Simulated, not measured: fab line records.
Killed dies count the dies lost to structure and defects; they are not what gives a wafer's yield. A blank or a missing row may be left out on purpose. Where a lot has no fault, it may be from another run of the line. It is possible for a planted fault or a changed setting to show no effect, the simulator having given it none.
fab line records | flow n5_finfet
[record] lots = 8 wafers = 21 last_day = 18
route steps=1938 shown BEOL_M4@1064 PASSIVATION@1936
lots that met no fault: taken from a fault-free run of the same line
start_h: hours from the record's opening day to when the first of the lot's shown wafers began | wait_h: how many hours have passed since the lot's step before this one | " identical to the entry in the row above | L1.1+2: a single row standing in for several wafers | - no value, or no start was given | * or withheld: withheld | < > ~ a bound
route shown NAME@n: NAME is a module with steps in the file, n the number in the route of the first one | usual: mean/standard deviation taken from wafers without a fault | same: alike in all rows | chamber/n: place in a boat | sites: each site's reading | _std_site: how widely they spread, as a standard deviation | _edge_site: outer sites' mean less inner sites' | radius_mm: for every site, how far away it sits from the centre of the wafer | mask NAME#n: copy n | behind: the most recent tool/chamber to have shaped the wafer | hold: what put the lot on hold/how long, in hours/how the hold closed | device: names the non-switching transistor (n, p or np) | end of line: at the end of the route, the tests of the same wafers | where a step has no rows: the recipe by itself | killed: not the wafer's yield, but the dies lost to structure and defects at the first sort | map: dies across one wafer; x = killed, . = not, _ = none there
set.NAME: the setting the step ran with; set.NAME@STEP: the setting that earlier step ran with | model.NAME: the simulator's own value behind a step, which no gauge read
route steps across a sampled set of lots; one table per step, one row per wafer
services: from which hour (start_h, from the record's first day; less than 0 if before it) a tool's chamber was out of use, for how many hours, and why
[[steps]]
[step N5_BEOL_M4_ETCH_70]
[recipe] chemistry = N2/H2 target = SOC target_depth_a = 800 overetch_a = 240 mask_material = SiARC temp_c = 40 time_s = 130 ion_energy_ev = 200 pressure_mtorr = 30 source_w = 840 bias_w = 150 n2_flow_sccm = 200 h2_flow_sccm = 200
[usual] chamber_pressure_mTorr = 30.00/0.032 drypump_motor_current_A = 5.9/0.41 oes_product_au = 0.58/0.055 rf_vpp_V = 525/3.1 showerhead_plenum_p_Torr = 2.57/0.11 throttle_valve_pct = 17.83/0.21
// columns lot.wafer tool chamber start_h wait_h chamber_pressure_mTorr drypump_motor_current_A oes_product_au rf_hours_counter_h rf_vpp_V showerhead_plenum_p_Torr throttle_valve_pct
L178.3 rie_diel-03 2 169.79 0.0 29.99 5.1 0.54 192 524 2.54 18.02
L178.4 " 1 " " 29.99 5.9 0.62 50 526 2.57 17.82
L178.6 " 3 " " 30.02 5.4 0.63 - 528 2.70 17.56
L180.1 rie_diel-02 0 180.81 0.0 29.98 6.4 0.54 183 521 2.43 18.06
L180.3 " 2 " " 30.04 6.0 0.57 - 526 2.65 17.64
L180.5 " 0 " " 29.97 6.4 0.54 - 521 2.43 18.06
L182.2 rie_diel-02 1 194.31 0.0 30.01 6.2 0.66 16 529 2.72 17.61
L182.3 " 2 " " 29.99 6.0 0.57 140 528 2.65 17.67
L182.4 " 2 " " 30.02 6.0 0.57 - 528 2.65 17.67
L184.2 rie_diel-02 2 197.07 0.0 29.98 6.0 0.57 142 527 2.65 17.69
L184.3 " 0 " " 30.02 6.4 0.53 194 522 2.43 18.06
L184.4 " 2 " " 30.01 6.0 0.57 - 526 2.65 17.66
L192.1 rie_diel-02 2 289.11 0.0 29.96 6.0 0.55 173 527 2.64 17.71
L192.6 " 1 " " 29.99 6.2 0.62 - 529 2.71 17.65
L187.4 rie_diel-02 3 289.49 0.0 30.02 6.4 0.61 80 525 2.59 17.95
L187.6 " 2 " " 29.97 6.0 0.55 - 528 2.64 17.71
L193.1 rie_diel-02 2 308.86 0.0 30.05 6.0 0.54 180 526 2.63 17.73
L193.3 " 3 " " 29.99 6.3 0.60 86 523 2.58 17.95
L195.2 rie_diel-04 1 315.25 0.0 29.95 6.3 0.61 83 524 2.57 17.78
L195.3 " 0 " " 29.95 6.3 0.63 50 522 2.47 17.43
L195.6 " 3 " " 29.98 5.3 0.61 - 521 2.46 17.45
[step N5_BEOL_M4_VIA_ETCH_34]
[recipe] chemistry = C4F6/O2 target_depth_a = 694 mask_material = SOC pressure_mtorr = 15 ion_energy_ev = 250 taper_deg = 4 time_s = 65.9 source_w = 350 bias_w = 170 Ar_flow_sccm = 300 C4F6_flow_sccm = 10 O2_flow_sccm = 10
[usual] chamber_pressure_mTorr = 15.001/0.015 drypump_motor_current_A = 5.9/0.41 oes_ar_750_au = 0.79/0.079 oes_product_au = 0.79/0.078 rf_vpp_V = 675/12 showerhead_plenum_p_Torr = 2.88/0.12 throttle_valve_pct = 30.78/0.22
// columns lot.wafer tool chamber start_h wait_h chamber_pressure_mTorr drypump_motor_current_A oes_ar_750_au oes_product_au rf_hours_counter_h rf_vpp_V showerhead_plenum_p_Torr throttle_valve_pct
L178.3 rie_diel-03 2 169.89 0.0 14.997 5.1 0.71 0.71 192 686 2.83 30.69
L178.4 " 1 " " 15.011 5.9 0.85 0.85 50 663 2.91 31.09
L178.6 " 3 " " 15.006 5.4 0.86 0.86 - 689 2.99 30.38
L180.1 rie_diel-02 0 180.97 0.0 14.974 6.4 0.71 0.73 183 686 2.72 30.95
L180.3 " 2 " " 15.018 6.0 0.80 0.81 - 681 2.99 30.78
L180.5 " 0 " " 14.999 6.4 0.71 0.73 - 687 2.72 30.96
L182.2 rie_diel-02 1 194.41 0.0 14.996 6.2 0.91 0.91 16 674 3.02 30.55
L182.3 " 2 " " 15.031 6.0 0.79 0.80 140 680 2.99 30.78
L182.4 " 2 " " 15.004 6.0 0.79 0.79 - 681 2.99 30.77
L184.2 rie_diel-02 2 197.18 0.0 15.001 6.0 0.79 0.79 142 683 2.99 30.78
L184.3 " 0 " " 14.989 6.4 0.70 0.72 194 686 2.72 30.95
L184.4 " 2 " " 15.029 6.0 0.79 0.79 - 682 2.99 30.78
L192.1 rie_diel-02 2 289.22 0.0 15.012 6.0 0.76 0.76 173 681 2.97 30.81
L192.6 " 1 " " 15.012 6.2 0.84 0.85 - 674 3.00 30.59
L187.4 rie_diel-02 3 289.59 0.0 15.024 6.3 0.83 0.84 80 665 2.88 30.98
L187.6 " 2 " " 14.991 6.0 0.76 0.77 - 681 2.97 30.82
L193.1 rie_diel-02 2 308.97 0.0 15.004 6.0 0.76 0.76 180 680 2.97 30.82
L193.3 " 3 " " 15.009 6.3 0.82 0.83 86 664 2.88 30.98
L195.2 rie_diel-04 1 315.35 0.0 14.987 6.3 0.86 0.84 83 660 2.89 30.86
L195.3 " 0 " " 15.023 6.3 0.87 0.87 50 672 2.77 30.36
L195.6 " 3 " " 14.979 5.3 0.84 0.83 - 655 2.76 30.48
[step N5_BEOL_M4_TRENCH_ETCH_37]
[recipe] chemistry = C4F6/O2 target_depth_a = 555.55 target = SiOC time_s = 29.2 ion_energy_ev = 250 pressure_mtorr = 30 source_w = 355 bias_w = 185 Ar_flow_sccm = 300 C4F6_flow_sccm = 10 O2_flow_sccm = 10
[usual] chamber_pressure_mTorr = 30.000/0.028 drypump_motor_current_A = 5.9/0.41 oes_ar_750_au = 0.79/0.078 oes_product_au = 0.79/0.078 rf_vpp_V = 676/12 showerhead_plenum_p_Torr = 2.88/0.12 throttle_valve_pct = 20.89/0.22
// columns lot.wafer tool chamber start_h wait_h chamber_pressure_mTorr drypump_motor_current_A oes_ar_750_au oes_product_au rf_hours_counter_h rf_vpp_V showerhead_plenum_p_Torr throttle_valve_pct
L178.3 rie_diel-03 2 169.99 - 30.044 5.1 0.71 0.71 192 685 2.84 20.87
L178.4 " 1 " " 29.952 5.9 0.85 0.84 50 665 2.92 21.21
L178.6 " 3 " " 30.021 5.4 0.85 0.86 - 691 3.00 20.48
L180.1 rie_diel-02 0 181.12 - 29.977 6.4 0.71 0.72 183 687 2.73 21.01
L180.3 " 2 " " 30.050 6.0 0.80 0.79 - 680 3.00 20.86
L180.5 " 0 " " 29.986 6.4 0.71 0.73 - 687 2.73 21.04
L182.2 rie_diel-02 1 194.51 - 30.008 6.2 0.91 0.90 16 674 3.02 20.57
L182.3 " 2 " " 29.963 6.0 0.79 0.80 141 679 2.99 20.86
L182.4 " 2 " " 30.039 6.0 0.78 0.79 - 680 2.99 20.87
L184.2 rie_diel-02 2 197.28 - 30.017 6.0 0.79 0.79 142 680 2.99 20.86
L184.3 " 0 " " 29.974 6.4 0.70 0.72 194 687 2.72 21.03
L184.4 " 2 " " 29.993 6.0 0.78 0.79 - 681 2.99 20.86
L192.1 rie_diel-02 2 289.32 - 29.987 6.0 0.76 0.57 173 681 2.98 20.86
L192.6 " 1 " " 30.011 6.2 0.84 0.63 - 674 3.01 20.58
L187.4 rie_diel-02 3 289.69 - 30.034 6.4 0.83 0.82 80 665 2.88 20.91
L187.6 " 2 " " 29.980 6.0 0.76 0.56 - 680 2.98 20.87
L193.1 rie_diel-02 2 309.07 - 30.016 6.0 0.76 0.57 180 680 2.97 20.88
L193.3 " 3 " " 30.010 6.4 0.82 0.82 86 666 2.88 20.94
L195.2 rie_diel-04 1 315.45 - 29.975 6.3 0.85 0.84 83 658 2.90 21.01
L195.3 " 0 " " 29.975 6.3 0.86 0.88 50 673 2.77 20.54
L195.6 " 3 " " 30.012 5.3 0.84 0.84 - 654 2.77 20.60
[step N5_BEOL_M4_OCD_MEAS_38]
[usual] trench_depth_nm = 55.5/1.3
// columns lot.wafer tool chamber start_h wait_h trench_depth_nm
L178.3 ocd-02 - 170.15 - 54.4
L178.4 " - " " 54.6
L178.6 " - " " 56.6
L180.1 ocd-02 - 181.34 - 54.4
L180.3 " - " " 56.7
L180.5 " - " " 54.6
L182.2 ocd-01 - 194.67 - 55.7
L182.3 " - " " 57.3
L182.4 " - " " 57.7
L184.2 ocd-01 - 197.44 - 57.2
L184.3 " - " " 55.8
L184.4 " - " " 58.1
L192.1 ocd-01 - 289.47 - 34.6
L192.6 " - " " 33.4
L187.4 ocd-01 - 289.85 - 53.1
L187.6 " - " " 34.3
L193.1 ocd-01 - 309.22 - 34.8
L193.3 " - " " 54.4
L195.2 ocd-02 - 315.61 - 56.7
L195.3 " - " " 57.2
L195.6 " - " " 56.9
[step N5_BEOL_M4_CD_MEAS_35]
[recipe] target_cd_nm = 18 target_cd_y_nm = 22.4 polarity = opening
[usual] cd_nm = 18.1/0.35
// columns lot.wafer tool chamber start_h wait_h cd_nm
L178.3 cd_sem-02 - 170.30 0.0 17.7
L178.4 " - " " 18.6
L178.6 " - " " 18.0
L180.1 cd_sem-02 - 181.49 0.0 18.3
L180.3 " - " " 18.0
L180.5 " - " " 18.1
L182.2 cd_sem-01 - 194.82 0.0 18.5
L182.3 " - " " 18.3
L182.4 " - " " 18.4
L184.2 cd_sem-03 - 197.60 0.0 18.0
L184.3 " - " " 18.2
L184.4 " - " " 17.8
L192.1 cd_sem-02 - 289.72 0.0 17.9
L192.6 " - " " 18.5
L187.4 cd_sem-02 - 290.00 0.0 18.0
L187.6 " - " " 17.5
L193.1 cd_sem-02 - 309.37 0.0 17.4
L193.3 " - " " 19.1
L195.2 cd_sem-02 - 315.76 0.0 17.9
L195.3 " - " " 18.2
L195.6 " - " " 17.8
[step N5_BEOL_M4_THK_MEAS_53]
[recipe] thk_meas_gauge = xrf reads = Cu_of_BEOL_M4_ECD_50
[usual] M4_THK = 40.1/1.7
// columns lot.wafer tool chamber start_h wait_h M4_THK[nm]
L178.3 film_metro-01 - 173.57 - 38.0
L178.4 " - " " 38.9
L178.6 " - " " 39.6
L180.1 film_metro-01 - 185.63 - 38.4
L180.3 " - " " 41.9
L180.5 " - " " 39.0
L182.2 film_metro-02 - 197.96 - 42.1
L182.3 " - " " 43.8
L182.4 " - " " 43.5
L184.2 film_metro-01 - 201.76 - 43.5
L184.3 " - " " 41.1
L184.4 " - " " 42.4
L192.1 film_metro-01 - 294.98 - 19.3
L192.6 " - " " 18.1
L187.4 film_metro-01 - 295.13 - 38.5
L187.6 " - " " 19.9
L193.1 film_metro-01 - 313.09 - 20.6
L193.3 " - " " 40.4
L195.2 film_metro-02 - 320.55 - 40.4
L195.3 " - " " 41.6
L195.6 " - " " 41.4
[step N5_BEOL_M4_RS_MEAS_58]
[recipe] thk_meas_gauge = four-point-probe reads = Co_of_BEOL_M4_CO_CAP_55+Cu_of_BEOL_M4_ECD_50+Co_of_BEOL_M4_CVD_47+TaN_of_BEOL_M4_ALD_84
[usual] M4_RS = 0.67/0.036
// columns lot.wafer tool chamber start_h wait_h M4_RS[ohm/sq]
L178.3 film_metro-01 - 173.83 0.1 0.72
L178.4 " - " " 0.70
L178.6 " - " " 0.68
L180.1 film_metro-02 - 185.99 0.0 0.70
L180.3 " - " " 0.62
L180.5 " - " " 0.69
L182.2 film_metro-01 - 198.22 0.1 0.63
L182.3 " - " " 0.60
L182.4 " - " " 0.60
L184.2 film_metro-01 - 202.02 0.1 0.59
L184.3 " - " " 0.64
L184.4 " - " " 0.61
L192.1 film_metro-02 - 295.25 0.0 1.78
L192.6 " - " " 1.94
L187.4 film_metro-02 - 295.41 0.0 0.70
L187.6 " - " " 1.68
L193.1 film_metro-02 - 313.35 0.0 1.63
L193.3 " - " " 0.66
L195.2 film_metro-01 - 320.81 0.1 0.68
L195.3 " - " " 0.65
L195.6 " - " " 0.65
[step N5_BEOL_M4_RC_MEAS_101]
[usual] DIBL_N = 36.3/1.9 DIBL_P = 36.0/2.1 IOFF_N = 0.16/0.031 IOFF_P = 0.21/0.035 ION_N = 675/14 ION_P = 464/8.5 SERP_M4 = 192/17 SERP_M4_max_site = 205/18 SS_N = 71.5/0.6 SS_P = 73.3/0.72 VT_N = 250/3.2 VT_P = -250/3.1
// columns lot.wafer tool chamber start_h wait_h DIBL_N[mV/V] DIBL_P[mV/V] IOFF_N[nA/um] IOFF_P[nA/um] ION_N[uA/um] ION_P[uA/um] SERP_M4[ohm/um] SERP_M4_max_site[ohm/um] SS_N[mV/dec] SS_P[mV/dec] VT_N[mV] VT_P[mV]
L178.3 prober-01 0 174.19 0.3 33.5 31.3 0.11 0.14 649 443 205 213 70.3 72.5 254 -258
L178.4 " 0 " " 37.7 36.1 0.17 0.20 662 455 179 197 72.0 73.5 253 -252
L178.6 " 0 " " 34.6 32.5 0.13 0.15 664 452 185 196 71.9 72.4 253 -256
L180.1 prober-02 0 186.04 0.0 36.8 36.4 0.15 0.20 654 452 192 204 72.1 73.0 254 -254
L180.3 " 0 " " 35.1 34.4 0.13 0.18 664 455 172 182 70.7 72.6 253 -253
L180.5 " 0 " " 34.9 34.6 0.13 0.18 668 459 192 206 71.4 73.1 253 -253
L182.2 prober-02 0 198.42 0.2 39.9 40.2 0.22 0.26 692 471 175 185 72.2 75.1 247 -246
L182.3 " 0 " " 38.3 37.8 0.18 0.23 689 473 176 180 71.7 73.6 247 -246
L182.4 " 0 " " 37.1 35.9 0.17 0.21 701 477 161 168 71.5 74.6 246 -248
L184.2 prober-01 0 202.23 0.2 33.6 31.7 0.10 0.16 667 464 161 168 70.8 71.8 257 -254
L184.3 " 0 " " 36.4 35.0 0.14 0.21 675 462 176 200 72.4 72.9 252 -248
L184.4 " 0 " " 35.0 34.1 0.12 0.20 663 462 177 185 70.9 72.1 255 -249
L192.1 prober-02 0 295.30 0.0 39.3 40.2 0.22 0.29 696 484 426 457 72.3 74.4 246 -245
L192.6 " 0 " " 36.2 36.0 0.15 0.20 686 472 453 497 71.5 73.3 249 -252
L187.4 prober-01 0 295.92 0.5 39.8 38.6 0.22 0.28 686 470 208 214 72.1 74.4 247 -246
L187.6 " 0 " " 36.5 34.7 0.15 0.21 667 458 457 482 71.7 72.7 251 -250
L193.1 prober-01 0 313.40 0.0 38.9 37.9 0.18 0.24 673 462 417 477 71.4 74.0 248 -249
L193.3 " 0 " " 37.8 36.4 0.15 0.22 648 451 174 176 72.2 74.2 253 -252
L195.2 prober-01 0 321.02 0.2 36.4 36.4 0.18 0.21 668 460 194 202 72.1 73.0 249 -249
L195.3 " 0 " " 36.8 38.3 0.19 0.24 685 466 185 203 71.9 74.0 247 -248
L195.6 " 0 " " 36.2 37.6 0.18 0.25 681 469 212 232 71.6 74.3 246 -246
// sites SERP_M4 radius_mm=0,75,75,75,75,140,140,140,140
L178.3 210 213 205 208 212 191 198 186 194
L180.1 175 186 192 192 189 195 192 204 189
L182.2 175 173 177 185 167 176 165 185 168
L184.2 165 168 167 161 163 149 158 160 149
L192.1 426 423 447 412 432 436 423 457 425
L187.4 205 203 214 214 214 200 208 212 205
L193.1 381 407 412 390 417 462 477 473 475
L195.2 202 187 199 202 191 180 194 201 184
[step N5_PASSIVATION_PROBE_49]
[usual] defect_limited_yield = 91.0/1.5 killed_at_M0_to_M3 = 32/9.6 killed_at_M4_up = 13/4.7 killed_at_contacts = 13/7.2 killed_at_front_end = 44/13 killed_at_other = 4/3.4 killed_dies = 106/18 killed_on_rim = 14/4.2 killed_open = 70/13 killed_short = 35/8 sort_bin_5_function = 5.3/0.97 sort_bin_6_memory = 3.4/0.73 sort_bin_8_speed = 0.00/0.036 sort_n_pass = 1074/18
[same] gross_dies = 1180 killed_at_back_side = 0 sort_bin_4_leakage[%] = 0
// columns lot.wafer tool chamber start_h wait_h defect_limited_yield[%] killed_at_M0_to_M3 killed_at_M4_up killed_at_contacts killed_at_front_end killed_at_other killed_dies killed_on_rim killed_open killed_short sort_bin_5_function[%] sort_bin_6_memory[%] sort_bin_8_speed[%] sort_n_pass
L178.3 prober-01 - 255.80 0.1 89.4 42 16 18 45 4 125 16 85 40 5.4 5.0 0 1055
L178.4 prober-01 - 255.85 0.2 90.9 34 14 19 36 4 107 11 61 43 5.4 3.1 0 1073
L178.6 prober-01 - 255.95 0.3 90.6 24 13 30 40 4 111 20 81 28 6.9 2.2 0 1069
L180.1 prober-01 - 266.01 0.0 89.3 49 9 16 43 9 126 20 76 47 6.1 4.1 0 1054
L180.3 prober-01 - 266.11 0.1 89.3 43 11 20 37 15 126 12 80 46 6.3 3.9 0 1054
L180.5 prober-01 - 266.21 0.2 93.7 22 10 4 34 4 74 4 48 25 4.4 1.6 0 1106
L184.2 prober-02 - 278.65 0.1 91.2 28 9 24 39 4 104 22 73 31 5.3 3.2 0 1076
L184.3 prober-02 - 278.70 0.1 91.7 29 4 14 49 2 98 7 68 25 4.3 3.4 0 1082
L184.4 prober-02 - 278.75 0.2 92.4 27 7 11 38 7 90 15 67 23 5.1 2.3 0 1090
L182.2 prober-02 - 279.61 0.1 91.7 19 15 19 33 12 98 12 64 34 4.5 3.5 0 1082
L182.3 prober-02 - 279.66 0.1 91.3 21 14 12 47 9 103 13 67 35 4.3 4.1 0 1077
L182.4 prober-02 - 279.71 0.2 93.1 18 16 21 25 2 82 9 56 26 4.2 2.5 0 1098
L192.1 prober-02 - 396.76 0.0 73.9 41 199 8 59 1 308 34 80 33 6.2 3.6 15.68 872
L192.6 prober-02 - 397.01 0.3 72.7 25 224 28 45 0 322 27 74 30 5.9 2.5 18.14 858
L187.4 prober-01 - 402.55 0.2 88.1 29 18 7 87 0 141 14 98 40 7.4 4.2 0 1039
L187.6 prober-01 - 402.65 0.3 65.5 50 276 13 68 0 407 50 99 44 6.5 4.9 22.29 773
L193.1 prober-01 - 425.08 0.0 74.4 33 194 26 47 2 302 63 87 36 5.8 4.3 15.08 878
L193.3 prober-01 - 425.18 0.1 91.0 22 11 20 50 3 106 16 63 42 5.3 3.2 0 1074
L195.2 prober-01 - 432.89 0.2 91.0 24 21 11 49 1 106 13 71 34 5.4 3.3 0 1074
L195.3 prober-01 - 432.94 0.2 93.1 18 19 11 31 2 81 11 50 30 4.5 2.3 0 1099
L195.6 prober-01 - 433.09 0.4 91.6 10 33 12 41 3 99 9 66 31 4.7 3.5 0 1081
// killed by level:class
L178.3 STI_FIN_REVEAL:geometric_particle:open=23 MOL_CONTACT_COAG:geometric_particle:open=16 STI_FIN_REVEAL:geometric_particle:short=8 BEOL_M0_SAQP:geometric_particle:short=8 BEOL_M2:geometric_particle:open=8 BEOL_M4:geometric_particle:open=7 BEOL_M0_SAQP:geometric_particle:open=7 BEOL_M3:geometric_particle:open=7
L178.4 MOL_CONTACT_COAG:geometric_particle:open=16 BEOL_M0_SAQP:geometric_particle:open=9 GATE_CUT:geometric_particle:short=7 BEOL_M0_SAQP:geometric_particle:short=7 BEOL_M4:geometric_particle:short=6 BEOL_M3:geometric_particle:open=5 BEOL_M5:geometric_particle:open=5 STI_FIN_REVEAL:geometric_particle:open=4
L178.6 MOL_CONTACT_COAG:geometric_particle:open=25 BEOL_M3:geometric_particle:open=12 STI_FIN_REVEAL:geometric_particle:open=11 GATE_CUT:geometric_particle:short=6 DUMMY_GATE:geometric_particle:open=6 STI_FIN_REVEAL:geometric_particle:short=5 FIN_SAQP:geometric_particle:open=4 MOL_CONTACT_COAG:geometric_particle:short=4
L180.1 BEOL_M0_SAQP:geometric_particle:open=13 BEOL_M0_SAQP:geometric_particle:short=11 BEOL_M3:geometric_particle:open=10 FIN_SAQP:geometric_particle:short=9 MOL_CONTACT_COAG:geometric_particle:open=9 STI_FIN_REVEAL:geometric_particle:open=8 MOL_CONTACT_COAG:geometric_particle:short=7 BEOL_M2:geometric_particle:open=7
L180.3 MOL_CONTACT_COAG:geometric_particle:open=15 BEOL_M0_SAQP:geometric_particle:open=12 FIN_SAQP:geometric_particle:open=11 STI_FIN_REVEAL:geometric_particle:open=9 BEOL_M0_SAQP:geometric_particle:short=9 BEOL_M3:geometric_particle:open=9 FIN_SAQP:geometric_particle:short=8 BEOL_M4:geometric_particle:open=7
L180.5 STI_FIN_REVEAL:geometric_particle:open=7 BEOL_M0_SAQP:geometric_particle:open=7 BEOL_M2:geometric_particle:open=6 STI_FIN_REVEAL:geometric_particle:short=4 GATE_CUT:geometric_particle:short=4 GATE_CUT:geometric_particle:open=4 MOL_CONTACT_COAG:geometric_particle:open=4 BEOL_M0_SAQP:geometric_particle:short=4
L184.2 MOL_CONTACT_COAG:geometric_particle:open=18 FIN_SAQP:geometric_particle:open=8 BEOL_M0_SAQP:geometric_particle:open=7 BEOL_M0_SAQP:geometric_particle:short=7 MOL_CONTACT_COAG:geometric_particle:short=6 BEOL_M1:geometric_particle:open=6 STARTING-WAFER:geometric_particle:short=5 FIN_SAQP:geometric_particle:short=4
L184.3 FIN_SAQP:geometric_particle:open=12 BEOL_M0_SAQP:geometric_particle:open=12 MOL_CONTACT_COAG:geometric_particle:open=11 DUMMY_GATE:geometric_particle:open=6 BEOL_M0_SAQP:geometric_particle:short=5 HKMG_FIN:area_etch=5 FIN_SAQP:geometric_particle:short=4 STI_FIN_REVEAL:geometric_particle:open=4
L184.4 STI_FIN_REVEAL:geometric_particle:open=10 MOL_CONTACT_COAG:geometric_particle:open=7 BEOL_M2:geometric_particle:open=7 BEOL_M1:geometric_particle:open=7 DUMMY_GATE:geometric_particle:open=4 MOL_CONTACT_COAG:geometric_particle:short=4 BEOL_M3:geometric_particle:open=4 STARTING-WAFER:geometric_particle:open=4
L182.2 MOL_CONTACT_COAG:geometric_particle:open=15 FIN_SAQP:geometric_particle:open=8 BEOL_M0_SAQP:geometric_particle:open=8 FIN_SAQP:geometric_particle:short=6 DUMMY_GATE:geometric_particle:open=6 BEOL_M4:geometric_particle:short=5 BEOL_M4:geometric_particle:open=5 MOL_CONTACT_COAG:geometric_particle:short=4
L182.3 STI_FIN_REVEAL:geometric_particle:open=10 MOL_CONTACT_COAG:geometric_particle:open=8 FIN_SAQP:geometric_particle:open=7 GATE_CUT:geometric_particle:short=5 GATE_CUT:geometric_particle:open=5 BEOL_M0_SAQP:geometric_particle:open=5 BEOL_M0_SAQP:geometric_particle:short=5 FIN_SAQP:geometric_particle:short=4
L182.4 MOL_CONTACT_COAG:geometric_particle:open=16 BEOL_M4:geometric_particle:open=9 FIN_SAQP:geometric_particle:open=6 BEOL_M4:geometric_particle:short=6 GATE_CUT:geometric_particle:open=6 MOL_CONTACT_COAG:geometric_particle:short=5 BEOL_M0:geometric_particle:open=4 STI_FIN_REVEAL:geometric_particle:open=3
L192.1 BEOL_M4:area_ecd=185 STI_FIN_REVEAL:geometric_particle:open=24 BEOL_M3:geometric_particle:open=10 BEOL_M1:geometric_particle:open=9 FIN_SAQP:geometric_particle:open=7 HKMG_FIN:area_etch=6 FIN_SAQP:geometric_particle:short=5 MOL_CONTACT_COAG:geometric_particle:open=5
L192.6 BEOL_M4:area_ecd=214 MOL_CONTACT_COAG:geometric_particle:open=19 STI_FIN_REVEAL:geometric_particle:open=14 MOL_CONTACT_COAG:geometric_particle:short=9 BEOL_M4:geometric_particle:open=7 FIN_SAQP:geometric_particle:short=6 FIN_SAQP:geometric_particle:open=6 BEOL_M0_SAQP:geometric_particle:open=5
L187.4 FIN_SAQP:geometric_particle:open=19 DUMMY_GATE:geometric_particle:open=17 STI_FIN_REVEAL:geometric_particle:open=15 FIN_SAQP:geometric_particle:short=14 BEOL_M4:geometric_particle:open=10 BEOL_M0_SAQP:geometric_particle:open=9 GATE_CUT:geometric_particle:short=5 BEOL_M0_SAQP:geometric_particle:short=5
L187.6 BEOL_M4:area_ecd=263 STI_FIN_REVEAL:geometric_particle:open=21 BEOL_M0_SAQP:geometric_particle:short=19 FIN_SAQP:geometric_particle:open=17 BEOL_M0_SAQP:geometric_particle:open=13 MOL_CONTACT_COAG:geometric_particle:open=11 FIN_SAQP:geometric_particle:short=8 BEOL_M4:geometric_particle:open=8
L193.1 BEOL_M4:area_ecd=178 MOL_CONTACT_COAG:geometric_particle:open=22 STI_FIN_REVEAL:geometric_particle:open=18 BEOL_M0_SAQP:geometric_particle:short=11 BEOL_M0_SAQP:geometric_particle:open=7 BEOL_M1:geometric_particle:open=7 FIN_SAQP:geometric_particle:open=6 BEOL_M8:geometric_particle:open=6
L193.3 MOL_CONTACT_COAG:geometric_particle:open=15 STI_FIN_REVEAL:geometric_particle:open=12 BEOL_M0_SAQP:geometric_particle:short=8 STI_FIN_REVEAL:geometric_particle:short=7 GATE_CUT:geometric_particle:short=6 MOL_CONTACT_COAG:geometric_particle:short=5 BEOL_M1:geometric_particle:open=5 BEOL_M3:geometric_particle:open=5
L195.2 FIN_SAQP:geometric_particle:open=12 STI_FIN_REVEAL:geometric_particle:open=12 BEOL_M5:geometric_particle:open=7 FIN_SAQP:geometric_particle:short=7 MOL_CONTACT_COAG:geometric_particle:open=7 BEOL_M4:geometric_particle:open=7 BEOL_M0_SAQP:geometric_particle:open=6 GATE_CUT:geometric_particle:short=5
L195.3 STI_FIN_REVEAL:geometric_particle:open=10 FIN_SAQP:geometric_particle:short=9 MOL_CONTACT_COAG:geometric_particle:open=7 BEOL_M4:geometric_particle:open=7 BEOL_M2:geometric_particle:open=6 FIN_SAQP:geometric_particle:open=4 MOL_CONTACT_COAG:geometric_particle:short=4 BEOL_M0_SAQP:geometric_particle:open=3
L195.6 BEOL_M4:geometric_particle:open=16 GATE_CUT:geometric_particle:short=9 MOL_CONTACT_COAG:geometric_particle:open=8 BEOL_M7:geometric_particle:open=7 STI_FIN_REVEAL:geometric_particle:open=6 FIN_SAQP:geometric_particle:open=5 DUMMY_GATE:geometric_particle:open=4 MOL_CONTACT_COAG:geometric_particle:short=4
[[services]]
// columns tool chamber start_h hours kind
rie_diel-04 - 153.03 28.1 pm
rie_diel-02 1 162.01 21.4 repair
rie_diel-02 3 179.16 26.0 repair
rie_diel-04 - 181.13 14.6 pm
rie_diel-03 0 229.05 - clean
rie_diel-03 0 229.05 - consumable_replace:focus_ring
rie_diel-03 0 229.05 - consumable_replace:showerhead
rie_diel-03 0 229.05 21.1 scheduled_down
rie_diel-03 0 229.05 21.1 vent_cycle
rie_diel-03 - 246.82 1.1 repair
rie_diel-04 0 253.23 8.6 repair
rie_diel-04 - 273.54 1.3 repair
[[key]]
[first_sign] step = N5_BEOL_M4_TRENCH_ETCH_37 reading = oes_product_au direction = down sigmas = 2.6 usual = 0.79 struck = 0.58
[effect] step = N5_BEOL_M4_OCD_MEAS_38 reading = trench_depth_nm direction = down sigmas = 16 usual = 55.5 struck = 34.3
[effect] step = N5_BEOL_M4_THK_MEAS_53 reading = M4_THK direction = down sigmas = 12 usual = 40.1 struck = 19.5
[effect] step = N5_BEOL_M4_RS_MEAS_58 reading = M4_RS direction = up sigmas = 30 usual = 0.67 struck = 1.76
[effect] step = N5_BEOL_M4_RC_MEAS_101 reading = SERP_M4 direction = up sigmas = 15 usual = 192 struck = 438
[effect] step = N5_BEOL_M4_RC_MEAS_101 reading = SERP_M4_max_site direction = up sigmas = 15 usual = 205 struck = 478
[effect] step = N5_PASSIVATION_PROBE_49 reading = sort_bin_8_speed direction = up sigmas = 99+ usual = 0.00 struck = 17.80
[more_kills_born_at] N5_BEOL_M4_ECD_50@ecd_cu-01 = 441 N5_BEOL_M4_ECD_50@ecd_cu-02 = 399
met_at N5_BEOL_M4_TRENCH_ETCH_37
struck_lots L187,L192,L193
struck_wafers L187.6,L192.1,L192.6,L193.1
not_acting_at N5_BEOL_M4_ETCH_70,N5_BEOL_M4_VIA_ETCH_34,N5_BEOL_M4_CD_MEAS_35
onset_between 197.28 289.32
[fault] kind = process_parameter_drift tool = rie_diel-02 chamber = - onset_h = 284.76 steps = N5_BEOL_M4_TRENCH_ETCH_37 channel = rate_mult offset = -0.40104 shape = step end_h = 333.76 scope = struck_wafers_only
